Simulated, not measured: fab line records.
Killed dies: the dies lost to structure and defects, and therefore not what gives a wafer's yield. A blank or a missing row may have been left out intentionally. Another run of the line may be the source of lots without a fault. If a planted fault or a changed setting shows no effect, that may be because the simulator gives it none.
fab line records	flow n5Finfet
record lots=5	wafers=15	lastDay=18
route steps=1938 shown BEOL_M13@1695 PASSIVATION@1936
lots untouched by any fault: they come from a run of this same line in which no faults occurred
startH: hours from the record's first day to the start of the lot's first wafer shown	waitH: how many hours have passed since the lot's step before this one	" as in the row above	L1.1+2: a row that stands for several wafers	- no value present, or no start provided	* or withheld: withheld	< > ~ a bound
route shown NAME@n: a module of which the file shows steps, and the number in the route of the first	usual: mean/standard deviation taken from wafers without a fault	same: alike in all rows	chamber/n: place in a boat	sites: the reading at each site	_std_site: the values' standard deviation	_edge_site: the outer-site mean with the inner-site mean subtracted	radiusMm: how far each site lies from the wafer's centre	mask NAME#n: copy n	behind: the tool/chamber that last shaped the wafer	hold: why the lot was held/for how many hours/how that ended	device: the transistor (n, p or np) that didn't switch	end of line: tests run on the same wafers once the route is complete	step lacking rows: just its recipe	killed: dies lost to structure and defects at the first sort, not the wafer's yield	map: a wafer's dies, marking killed ones x, the rest . and places with no die _
set.NAME: the setting that was run; set.NAME@STEP: the one run at that earlier step	model.NAME: the simulator's own value behind a step, which no gauge read
lots at selected steps of the route; one table per step, one row per wafer
services: the hour from which a tool's chamber was out of use, counted from the record's first day as startH (under 0 if before that day), plus the number of hours and why
## steps
# step N5_BEOL_M13_STRIP_69
# recipe chemistry=N2/H2	tempC=40	n2FlowSccm=200	h2FlowSccm=200	rfFrequencyHz=6e+07
# step N5_BEOL_M13_TRENCH_ETCH_34
# recipe chemistry=C4F8/O2/Ar	target=SiOC	targetDepthA=4134.7	maskMaterial=SOC	pressureMtorr=30	sourceW=3000	biasW=700	Ar_flow_sccm=400	C4F8_flow_sccm=15	O2_flow_sccm=8	heInnerTorr=15	heOuterTorr=30	timeS=162.6	ionEnergyEv=250
# usual drypumpMotorCurrentA=5.8/0.46	oesProductAu=0.80/0.1	rfVppV=666/3.3	showerheadPlenumPTorr=3.42/0.12	throttleValvePct=24.21/0.23
lot.wafer	tool	chamber	startH	waitH	drypumpMotorCurrentA	oesProductAu	rfHoursCounterH	rfVppV	showerheadPlenumPTorr	throttleValvePct
L719.1	rieDiel-06	1	264.52	0.0	5.5	0.76	153	658	3.15	23.99
L719.4	"	3	"	"	6.2	0.96	2	664	3.35	23.96
L719.6	"	3	"	"	6.2	0.96	-	664	3.35	23.99
L723.2	rieDiel-06	0	282.29	0.0	5.6	0.71	223	669	3.50	24.38
L723.4	"	3	"	"	6.2	0.93	8	664	3.35	23.97
L723.6	"	3	"	"	6.2	0.93	-	663	3.35	23.98
L735.3	rieDiel-01	1	361.23	0.0	6.4	0.71	221	666	3.36	24.32
L735.4	"	3	"	"	5.9	0.93	-	663	3.37	23.89
L735.5	"	1	"	"	6.4	0.71	-	664	3.36	24.34
L737.2	rieDiel-06	0	361.90	0.0	5.6	0.69	248	669	3.48	24.41
L737.3	"	3	"	"	6.2	0.86	34	665	3.34	24.01
L737.4	"	1	"	"	5.6	0.71	183	657	3.14	24.03
L740.2	rieDiel-04	0	395.67	0.0	5.3	0.69	246	669	3.51	24.41
L740.4	"	2	"	"	5.9	0.77	-	664	3.42	24.06
L740.6	"	0	"	"	5.3	0.69	-	667	3.51	24.39
# step N5_BEOL_M13_STRIP_70
# recipe chemistry=C4F8/O2/Ar	resist=SiARC	rfFrequencyHz=6e+07
# step N5_BEOL_M13_OCD_MEAS_35
# usual trenchDepthNm=412/6.9
lot.wafer	tool	chamber	startH	waitH	trenchDepthNm
L719.1	ocd-01	-	264.69	0.0	421
L719.4	"	-	"	"	417
L719.6	"	-	"	"	415
L723.2	ocd-02	-	282.47	0.0	412
L723.4	"	-	"	"	411
L723.6	"	-	"	"	414
L735.3	ocd-02	-	361.40	0.0	407
L735.4	"	-	"	"	423
L735.5	"	-	"	"	409
L737.2	ocd-01	-	362.08	0.0	410
L737.3	"	-	"	"	410
L737.4	"	-	"	"	401
L740.2	ocd-02	-	395.85	0.0	403
L740.4	"	-	"	"	411
L740.6	"	-	"	"	405
# step N5_BEOL_M13_STRIP_37
# recipe chemistry=N2/H2	powerW=1000	tempC=250	h2Frac=0.65	overashFraction=0.3	pressureMtorr=withheld	n2FlowSccm=1750	h2FlowSccm=3250
# usual drypumpMotorCurrentA=5.70/0.28	heaterPowerW=319/27	oesProductAu=0.784/0.012	tempC=250.00/0.2
lot.wafer	tool	chamber	startH	waitH	drypumpMotorCurrentA	heaterPowerW	oesProductAu	rfHoursCounterH	tempC
L719.1	plasmaAsher-01	1	266.71	2.0	6.00	285	0.801	107	250.16
L719.4	"	0	"	"	5.73	309	0.807	-	249.81
L719.6	"	1	"	"	6.00	296	0.798	-	250.08
L723.2	plasmaAsher-01	0	282.50	0.0	5.71	306	0.766	110	250.16
L723.4	"	1	"	"	6.01	293	0.774	-	250.18
L723.6	"	1	"	"	6.03	286	0.804	-	250.36
L735.3	plasmaAsher-01	0	361.46	0.1	5.75	312	0.785	-	249.82
L735.4	"	1	"	"	6.00	291	0.795	-	249.92
L735.5	"	0	"	"	5.71	312	0.785	-	249.87
L737.2	plasmaAsher-01	1	362.45	0.4	6.04	295	0.781	134	249.91
L737.3	"	1	"	"	6.04	293	0.758	-	249.97
L737.4	"	0	"	"	5.71	322	0.775	-	250.17
L740.2	plasmaAsher-01	0	395.88	0.0	5.73	314	0.776	146	250.40
L740.4	"	0	"	"	5.71	309	0.779	-	250.37
L740.6	"	1	"	"	6.07	294	0.767	-	250.13
# step N5_BEOL_M13_ETCH_38
# recipe chemistry=CF4/N2	target=SiCN	targetDepthA=675	taperDeg=2	timeS=71.9	ionEnergyEv=150	maskMaterial=SiO2	pressureMtorr=40	sourceW=430	biasW=70	Ar_flow_sccm=100	cf4FlowSccm=60	n2FlowSccm=60
# usual drypumpMotorCurrentA=5.7/0.46	oesProductAu=0.80/0.1	rfVppV=382.5/2.5	showerheadPlenumPTorr=2.21/0.09	throttleValvePct=15.45/0.23
lot.wafer	tool	chamber	startH	waitH	drypumpMotorCurrentA	oesProductAu	rfHoursCounterH	rfVppV	showerheadPlenumPTorr	throttleValvePct
L719.1	rieDiel-06	0	266.79	-	5.6	0.70	218	383.3	2.26	15.70
L719.4	"	3	"	"	6.2	0.96	3	380.8	2.16	15.13
L719.6	"	0	"	"	5.6	0.70	-	384.2	2.26	15.72
L723.2	rieDiel-01	2	283.62	-	5.1	0.74	167	384.8	2.30	15.63
L723.4	"	1	"	"	6.4	0.74	-	383.0	2.19	15.68
L723.6	"	0	"	"	6.2	0.68	-	378.9	2.09	15.82
L735.3	rieDiel-04	0	362.53	-	5.4	0.70	236	384.5	2.26	15.64
L735.4	"	2	"	"	5.9	0.77	-	382.7	2.22	15.37
L735.5	"	0	"	"	5.4	0.70	-	385.9	2.26	15.64
L737.2	rieDiel-04	0	367.03	-	5.3	0.70	237	382.6	2.26	15.65
L737.3	"	3	"	"	6.0	0.87	33	383.3	2.25	15.13
L737.4	"	1	"	"	5.4	0.98	19	383.1	2.25	15.50
L740.2	rieDiel-04	3	397.30	-	6.0	0.85	41	382.7	2.25	15.11
L740.4	"	1	"	"	5.5	0.95	29	384.8	2.24	15.51
L740.6	"	2	"	"	5.9	0.77	-	383.6	2.21	15.40
# step N5_BEOL_M13_PRECLEAN_39
# recipe chemistry=residueRemover	timeS=60	tempC=40
# step N5_BEOL_M13_SRD_40
# recipe timeS=30	tempC=23	rinseLiquid=diw	dry=n2Spin	spinRpm=1500	dryTimeS=30
# step N5_BEOL_M13_DEGAS_41
# recipe ambient=vacuum	tempC=250	timeS=60
# step N5_BEOL_M13_PRE_CLEAN_42
# recipe gas=H2/He	timeS=30	tempC=250
# step N5_BEOL_M13_SPUTTER_43
# recipe material=TaN	targetThkA=150	tempC=50	biasV=168.6	powerW=15000	chamberPressurePa=0.12	timeS=24.19
# usual cathodeDcPowerW=15000/2.9	chamberPressurePa=0.11997/0.00025	throttleValvePct=29.8/1.2
lot.wafer	tool	chamber	startH	waitH	cathodeDcPowerW	chamberPressurePa	throttleValvePct
L719.1	pvdSputter-02	-	267.08	0.0	15003	0.11986	28.7
L719.4	"	-	"	"	15000	0.11993	31.0
L719.6	"	-	"	"	15001	0.12068	29.7
L723.2	pvdSputter-02	-	284.18	0.0	15003	0.1201	31.0
L723.4	"	-	"	"	14997	0.11975	28.4
L723.6	"	-	"	"	14994	0.11989	28.2
L735.3	pvdSputter-01	-	363.23	0.0	14994	0.12006	31.3
L735.4	"	-	"	"	14994	0.11991	30.5
L735.5	"	-	"	"	15000	0.11975	29.8
L737.2	pvdSputter-02	-	367.58	0.0	15001	0.12012	28.3
L737.3	"	-	"	"	14996	0.12004	31.1
L737.4	"	-	"	"	14996	0.11976	29.3
L740.2	pvdSputter-01	-	397.89	0.0	15001	0.11997	30.4
L740.4	"	-	"	"	15001	0.11982	31.7
L740.6	"	-	"	"	14999	0.12006	30.6
# step N5_BEOL_M13_SPUTTER_44
# recipe material=Ta	targetThkA=100	tempC=50	biasV=80	powerW=15000	chamberPressurePa=0.07	timeS=16.13
# usual cathodeDcPowerW=15000/2.8	chamberPressurePa=0.07001/0.00014	throttleValvePct=29.8/1.2
lot.wafer	tool	chamber	startH	waitH	cathodeDcPowerW	chamberPressurePa	throttleValvePct
L719.1	pvdSputter-02	-	267.16	0.0	15002	0.06996	28.6
L719.4	"	-	"	"	15007	0.07023	31.0
L719.6	"	-	"	"	14999	0.06998	29.4
L723.2	pvdSputter-02	-	284.26	0.0	15001	0.07014	31.1
L723.4	"	-	"	"	14999	0.07004	28.4
L723.6	"	-	"	"	14998	0.07006	28.5
L735.3	pvdSputter-01	-	363.31	0.0	14999	0.07005	31.2
L735.4	"	-	"	"	14998	0.0701	30.5
L735.5	"	-	"	"	15004	0.07009	29.8
L737.2	pvdSputter-02	-	367.66	0.0	15000	0.07009	28.4
L737.3	"	-	"	"	14998	0.0701	31.1
L737.4	"	-	"	"	15005	0.06989	29.8
L740.2	pvdSputter-01	-	397.97	0.0	14999	0.07013	30.4
L740.4	"	-	"	"	15004	0.06987	31.5
L740.6	"	-	"	"	14994	0.06995	30.6
# step N5_BEOL_M13_SPUTTER_45
# recipe material=Cu	targetThkA=800	tempC=-20	biasV=60	powerW=26000	chamberPressurePa=0.13	timeS=13.33
# usual cathodeDcPowerW=26000/4.9	chamberPressurePa=0.13001/0.00025	throttleValvePct=29.8/1.2
lot.wafer	tool	chamber	startH	waitH	cathodeDcPowerW	chamberPressurePa	throttleValvePct
L719.1	pvdSputter-02	-	267.24	0.0	25998	0.13011	28.2
L719.4	"	-	"	"	26003	0.13009	30.9
L719.6	"	-	"	"	25998	0.12961	29.6
L723.2	pvdSputter-02	-	284.34	0.0	27102	0.12976	30.9
L723.4	"	-	"	"	26003	0.13013	28.4
L723.6	"	-	"	"	25998	0.13019	28.1
L735.3	pvdSputter-01	-	363.39	0.0	25998	0.12998	31.1
L735.4	"	-	"	"	26011	0.13022	30.2
L735.5	"	-	"	"	26006	0.12997	30.0
L737.2	pvdSputter-02	-	367.74	0.0	26004	0.12985	28.4
L737.3	"	-	"	"	26004	0.13003	31.1
L737.4	"	-	"	"	25995	0.13028	29.7
L740.2	pvdSputter-01	-	398.05	0.0	26001	0.13009	30.4
L740.4	"	-	"	"	26003	0.12985	31.7
L740.6	"	-	"	"	26007	0.13022	30.6
# step N5_BEOL_M13_ECD_47
# recipe material=Cu	targetThkA=9360
# step N5_PASSIVATION_PROBE_49
# usual defectLimitedYield=91.3/1.3	killed_at_M0_to_M3=35/9.3	killed_at_M4_up=14/5.2	killedAtContacts=12/5.9	killedAtFrontEnd=38/11	killedAtOther=4/3.7	killedDies=103/15	killedOpen=67/12	killedShort=34/8	sort_bin_5_function=5.1/0.88	sort_bin_6_memory=3.3/0.65	sortNPass=1077/15	sortYieldPct=91.3/1.3
# same grossDies=1180	killedAtBackSide=0	sort_bin_4_leakage[%]=0	sort_bin_8_speed[%]=0
lot.wafer	tool	chamber	startH	waitH	defectLimitedYield[%]	killed_at_M0_to_M3	killed_at_M4_up	killedAtContacts	killedAtFrontEnd	killedAtOther	killedDies	killedOpen	killedShort	sort_bin_5_function[%]	sort_bin_6_memory[%]	sortNPass	sortYieldPct[%]
L719.1	prober-02	-	297.37	0.0	92.3	32	15	15	27	2	91	61	28	3.9	3.5	1089	92.3
L719.4	prober-02	-	297.52	0.2	91.9	36	21	15	18	5	95	74	20	5.0	2.7	1085	91.9
L719.6	prober-02	-	297.62	0.3	92.0	34	13	9	33	5	94	58	36	4.4	3.0	1086	92.0
L723.2	prober-02	-	315.47	0.1	88.6	50	17	19	45	3	134	92	41	6.6	4.5	1046	88.6
L723.4	prober-02	-	315.57	0.2	90.8	48	11	16	33	0	108	74	32	5.5	3.3	1072	90.8
L723.6	prober-02	-	315.67	0.3	91.6	30	28	13	28	0	99	75	23	5.4	2.6	1081	91.6
L735.3	prober-02	-	394.42	0.1	91.6	28	19	8	39	5	99	75	23	5.0	3.2	1081	91.6
L735.4	prober-02	-	394.47	0.2	90.8	27	16	10	47	8	108	72	28	5.3	3.3	1072	90.8
L735.5	prober-02	-	394.52	0.2	90.8	30	8	14	54	3	109	67	40	5.2	3.9	1071	90.8
L737.2	prober-01	-	397.88	0.1	92.4	33	8	9	33	7	90	59	30	4.2	3.3	1090	92.4
L737.3	prober-01	-	397.93	0.1	90.7	30	11	29	36	4	110	67	41	5.3	3.9	1070	90.7
L737.4	prober-01	-	397.98	0.2	91.7	34	10	19	30	5	98	61	34	4.7	3.6	1082	91.7
L740.2	prober-02	-	430.80	0.1	92.1	51	19	9	14	0	93	71	22	5.3	2.5	1087	92.1
L740.4	prober-02	-	430.90	0.2	91.2	39	26	10	25	4	104	69	35	5.7	3.1	1076	91.2
L740.6	prober-02	-	431.00	0.3	91.3	40	23	8	32	0	103	61	39	4.9	3.4	1077	91.3
# killed by level:class
L719.1 STI_FIN_REVEAL:geometricParticle:open=14 MOL_CONTACT_COAG:geometricParticle:open=13 BEOL_M0_SAQP:geometricParticle:short=12 BEOL_M0_SAQP:geometricParticle:open=10 BEOL_M4:geometricParticle:open=8 BEOL_M3:geometricParticle:open=6 BEOL_M0:geometricParticle:open=3 FIN_SAQP:geometricParticle:short=2
L719.4 BEOL_M4:geometricParticle:open=14 MOL_CONTACT_COAG:geometricParticle:open=13 BEOL_M3:geometricParticle:open=11 BEOL_M0_SAQP:geometricParticle:open=10 BEOL_M0_SAQP:geometricParticle:short=8 STI_FIN_REVEAL:geometricParticle:open=7 DUMMY_GATE:geometricParticle:open=3 BEOL_M4:geometricParticle:short=3
L719.6 BEOL_M0_SAQP:geometricParticle:open=16 STI_FIN_REVEAL:geometricParticle:open=11 BEOL_M0_SAQP:geometricParticle:short=11 FIN_SAQP:geometricParticle:short=9 BEOL_M4:geometricParticle:open=7 MOL_CONTACT_COAG:geometricParticle:open=6 DUMMY_GATE:geometricParticle:open=4 MOL_CONTACT_COAG:geometricParticle:short=3
L723.2 MOL_CONTACT_COAG:geometricParticle:open=16 FIN_SAQP:geometricParticle:open=12 BEOL_M2:geometricParticle:open=11 BEOL_M0_SAQP:geometricParticle:open=10 FIN_SAQP:geometricParticle:short=8 BEOL_M0_SAQP:geometricParticle:short=8 STARTING-WAFER:geometricParticle:short=7 BEOL_M0:geometricParticle:open=6
L723.4 MOL_CONTACT_COAG:geometricParticle:open=11 BEOL_M0_SAQP:geometricParticle:short=9 BEOL_M2:geometricParticle:open=9 BEOL_M3:geometricParticle:open=9 FIN_SAQP:geometricParticle:open=6 STI_FIN_REVEAL:geometricParticle:open=6 BEOL_M0_SAQP:geometricParticle:open=6 DUMMY_GATE:geometricParticle:open=5
L723.6 MOL_CONTACT_COAG:geometricParticle:open=10 BEOL_M4:geometricParticle:open=9 BEOL_M3:geometricParticle:open=8 FIN_SAQP:geometricParticle:open=7 BEOL_M0_SAQP:geometricParticle:short=7 BEOL_M5:geometricParticle:open=6 STI_FIN_REVEAL:geometricParticle:open=5 GATE_CUT:geometricParticle:open=4
L735.3 STI_FIN_REVEAL:geometricParticle:open=13 BEOL_M2:geometricParticle:open=11 DUMMY_GATE:geometricParticle:open=9 BEOL_M4:geometricParticle:open=7 BEOL_M0:geometricParticle:open=7 MOL_CONTACT_COAG:geometricParticle:open=5 STI_FIN_REVEAL:geometricParticle:short=4 BEOL_M3:geometricParticle:open=4
L735.4 DUMMY_GATE:geometricParticle:open=13 STI_FIN_REVEAL:geometricParticle:open=9 MOL_CONTACT_COAG:geometricParticle:open=8 BEOL_M2:geometricParticle:open=8 BEOL_M4:geometricParticle:open=5 FIN_SAQP:geometricParticle:open=4 DUMMY_GATE:geometricParticle:short=4 BEOL_M3:geometricParticle:open=4
L735.5 STI_FIN_REVEAL:geometricParticle:open=11 MOL_CONTACT_COAG:geometricParticle:open=11 GATE_CUT:geometricParticle:short=9 DUMMY_GATE:geometricParticle:open=8 BEOL_M0_SAQP:geometricParticle:short=8 FIN_SAQP:geometricParticle:open=6 BEOL_M0_SAQP:geometricParticle:open=6 BEOL_M2:geometricParticle:open=6
L737.2 BEOL_M2:geometricParticle:open=12 STI_FIN_REVEAL:geometricParticle:open=8 DUMMY_GATE:geometricParticle:open=6 MOL_CONTACT_COAG:geometricParticle:open=6 FIN_SAQP:geometricParticle:short=5 BEOL_M0_SAQP:geometricParticle:short=5 BEOL_M1:geometricParticle:open=4 BEOL_M3:geometricParticle:open=4
L737.3 MOL_CONTACT_COAG:geometricParticle:open=23 GATE_CUT:geometricParticle:short=11 BEOL_M2:geometricParticle:open=11 STI_FIN_REVEAL:geometricParticle:open=6 BEOL_M4:geometricParticle:open=6 BEOL_M0_SAQP:geometricParticle:short=5 MOL_CONTACT_COAG:geometricParticle:short=5 FIN_SAQP:geometricParticle:short=4
L737.4 MOL_CONTACT_COAG:geometricParticle:open=10 STI_FIN_REVEAL:geometricParticle:open=9 BEOL_M3:geometricParticle:open=9 MOL_CONTACT_COAG:geometricParticle:short=7 BEOL_M0_SAQP:geometricParticle:open=7 BEOL_M2:geometricParticle:open=7 GATE_CUT:geometricParticle:open=4 GATE_CUT:geometricParticle:short=4
L740.2 BEOL_M3:geometricParticle:open=18 BEOL_M2:geometricParticle:open=13 MOL_CONTACT_COAG:geometricParticle:open=9 BEOL_M4:geometricParticle:open=7 BEOL_M1:geometricParticle:open=5 BEOL_M0_SAQP:geometricParticle:open=4 BEOL_M4:geometricParticle:short=4 STARTING-WAFER:geometricParticle:open=4
L740.4 STI_FIN_REVEAL:geometricParticle:open=10 BEOL_M1:geometricParticle:open=10 BEOL_M0_SAQP:geometricParticle:short=7 MOL_CONTACT_COAG:geometricParticle:open=7 BEOL_M2:geometricParticle:short=6 BEOL_M4:geometricParticle:open=6 BEOL_M7:geometricParticle:open=6 BEOL_M0_SAQP:geometricParticle:open=5
L740.6 BEOL_M4:geometricParticle:open=12 BEOL_M2:geometricParticle:open=8 BEOL_M0_SAQP:geometricParticle:short=8 BEOL_M3:geometricParticle:open=7 MOL_CONTACT_COAG:geometricParticle:open=6 STI_FIN_REVEAL:geometricParticle:short=5 BEOL_M3:geometricParticle:short=5 FIN_SAQP:geometricParticle:open=4
## services
tool	chamber	startH	hours	kind
rieDiel-06	3	242.81	-	clean
rieDiel-06	3	242.81	-	consumableReplace:focusRing
rieDiel-06	3	242.81	17.0	scheduledDown
rieDiel-06	3	242.81	17.0	ventCycle
rieDiel-01	2	244.51	16.5	repair
rieDiel-04	3	251.21	-	clean
rieDiel-04	3	251.21	-	consumableReplace:focusRing
rieDiel-04	3	251.21	22.0	scheduledDown
rieDiel-04	3	251.21	22.0	ventCycle
rieDiel-04	1	273.24	-	clean
rieDiel-04	1	273.24	-	consumableReplace:focusRing
rieDiel-04	1	273.24	28.3	scheduledDown
rieDiel-04	1	273.24	28.3	ventCycle
rieDiel-06	0	287.07	4.0	repair
rieDiel-01	1	288.75	1.8	repair
rieDiel-01	2	333.70	4.4	repair
rieDiel-01	3	341.29	5.2	repair
pvdSputter-01	-	351.60	5.5	repair
rieDiel-01	1	352.93	1.8	repair
rieDiel-04	1	357.76	5.1	repair
rieDiel-06	0	368.32	-	clean
rieDiel-06	0	368.32	-	consumableReplace:focusRing
rieDiel-06	2	387.16	5.1	repair
rieDiel-06	1	390.05	9.0	repair
## key
firstSign step=N5_BEOL_M13_SPUTTER_45	reading=cathodeDcPowerW	direction=up	sigmas=99+	usual=*	struck=*
effect none on later readings
metAt N5_BEOL_M13_SPUTTER_45
struckWafers L723.2
onsetBetween 267.24 284.34
fault kind=processParameterDrift	tool=pvdSputter-02	chamber=-	onsetH=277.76	steps=N5_BEOL_M13_SPUTTER_45	channel=powerW	offset=*	shape=step	endH=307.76	actsIn=*	stated=*	scope=struckWafersOnly
